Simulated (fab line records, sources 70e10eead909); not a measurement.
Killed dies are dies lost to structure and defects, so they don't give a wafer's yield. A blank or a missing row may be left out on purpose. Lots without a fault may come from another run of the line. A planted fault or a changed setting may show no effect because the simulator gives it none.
Which tool did it? | flow nand_harc | 11 lots, 33 wafers sampled, at 5 steps of a route of 1159

WHAT THE GAUGES READ, wafer by wafer
NHARC_END_SORT_01.
lot  | measured     | on        | killed_dies
L320 | day 19 14:13 | prober-01 | 36 33 33
L323 | day 20 15:15 | prober-02 | 38 34 42
L325 | day 20 22:55 | prober-01 | 35 25 42
L332 | day 21 22:44 | prober-01 | 23 25 26
L331 | day 22 01:54 | prober-02 | 30 21 34
L334 | day 23 11:52 | prober-01 | 41 28 47
L336 | day 23 21:08 | prober-02 | 677 677 677
L335 | day 23 19:43 | prober-01 | 677 677 677
L340 | day 24 05:01 | prober-01 | 31 19 24
L341 | day 24 22:31 | prober-02 | 33 42 45
L342 | day 25 00:04 | prober-01 | 32 38 29

WHICH TOOL RAN EACH LOT (tool, then ch and the chambers of the sampled wafers, then the start)
lot  | NHARC_A_STAIRCASE_STRIP_175          | NHARC_A_STAIRCASE_TRIM_191                    | NHARC_A_STAIRCASE_TRIM_196         | NHARC_A_STAIRCASE_TRIM_200
L320 | plasma_asher-02 ch 0,1, day 11 07:55 | rie_diel-07 ch 0,1,2, day 11 11:29 or earlier | rie_diel-07 ch 1,3, day 11 11:29   | rie_diel-07 ch 0,1,3, day 19 14:13 or earlier
L323 | plasma_asher-02 ch 0,1, day 12 01:58 | rie_diel-13 ch 1,2, day 12 05:03 or earlier   | rie_diel-07 ch 0,1,3, day 12 05:03 | rie_diel-07 ch 0,3, day 20 15:15 or earlier
L325 | plasma_asher-02 ch 0,1, day 12 11:58 | rie_diel-07 ch 0,1,3, day 12 14:41 or earlier | rie_diel-07 ch 1,2,3, day 12 14:41 | rie_diel-07 ch 0,1,3, day 20 22:55 or earlier
L332 | plasma_asher-02 ch 0,1, day 13 21:19 | rie_diel-07 ch 2,3, day 14 00:04 or earlier   | rie_diel-13 ch 0,1,3, day 14 00:04 | rie_diel-13 ch 0,3, day 21 22:44 or earlier
L331 | plasma_asher-02 ch 0,1, day 14 01:23 | rie_diel-07 ch 1,2, day 14 04:02 or earlier   | rie_diel-07 ch 2,3, day 14 04:02   | rie_diel-07 ch 0,1, day 22 01:54 or earlier
L334 | plasma_asher-01 ch 0,1, day 14 14:41 | rie_diel-07 ch 0,1,3, day 14 17:44 or earlier | rie_diel-07 ch 0,1,3, day 14 17:44 | rie_diel-07 ch 0,1,2, day 23 11:52 or earlier
L336 | plasma_asher-02 ch 1, day 14 17:26   | rie_diel-13 ch 0,3, day 14 20:16 or earlier   | rie_diel-07 ch 0,3, day 14 20:16   | rie_diel-07 ch 0,3, day 23 21:08 or earlier
L335 | plasma_asher-01 ch 0,1, day 14 23:24 | rie_diel-06 ch 0,3, day 15 02:07 or earlier   | rie_diel-06 ch 1,2,3, day 15 02:07 | rie_diel-06 ch 1,2,3, day 23 19:43 or earlier
L340 | plasma_asher-01 ch 0,1, day 16 02:28 | rie_diel-07 ch 0,3, day 16 05:04 or earlier   | rie_diel-07 ch 0,2, day 16 05:04   | rie_diel-07 ch 0,2,3, day 24 05:01 or earlier
L341 | plasma_asher-02 ch 0,1, day 16 09:49 | rie_diel-07 ch 0,1,3, day 16 12:45 or earlier | rie_diel-07 ch 1,3, day 16 12:45   | rie_diel-07 ch 2,3, day 24 22:31 or earlier
L342 | plasma_asher-01 ch 0,1, day 16 13:47 | rie_diel-13 ch 0,3, day 16 16:21 or earlier   | rie_diel-13 ch 0,2, day 16 16:21   | rie_diel-13 ch 2,3, day 25 00:04 or earlier
- NHARC_A_STAIRCASE_STRIP_175: strips in O2.
- NHARC_A_STAIRCASE_TRIM_191: chemistry O2, time 211.2 s.
- NHARC_A_STAIRCASE_TRIM_196: chemistry O2, time 211.2 s.
- NHARC_A_STAIRCASE_TRIM_200: chemistry O2, time 211.2 s.

THE ANSWER, worked out from the rows above alone
Rule: what is usual is taken from the lots themselves. Put in order of their means at a reading, lots are off if they are a third of the lots or fewer, leave a main group of 4 or more, and stand apart from it by a gap of 3 or more times the standard deviation of the main group's means; of several such gaps the widest counts. A main group whose means are all the same, to the digits that the tables above print for the reading, isn't used. A lot without any number at a reading at which 4 lots or more have one is off too. The other lots that the step has rows for count as sound.
Off: L336, L335, at NHARC_END_SORT_01 (killed_dies). The main group: mean 33, standard deviation 5.5.
A tool fits if, at a process step before that reading, it ran every lot that is off, and no sound lot after the first of them. The gauges at NHARC_END_SORT_01 are tried like those tools. NHARC_A_STAIRCASE_TRIM_191 gives no start for some lots, so the hours and the order of its lots are those of NHARC_A_STAIRCASE_TRIM_196. NHARC_A_STAIRCASE_TRIM_200 gives no start for some lots, so the hours and the order of its lots are those of NHARC_END_SORT_01. None of those tried fits.

WHAT THE SIMULATOR HAD PUT IN
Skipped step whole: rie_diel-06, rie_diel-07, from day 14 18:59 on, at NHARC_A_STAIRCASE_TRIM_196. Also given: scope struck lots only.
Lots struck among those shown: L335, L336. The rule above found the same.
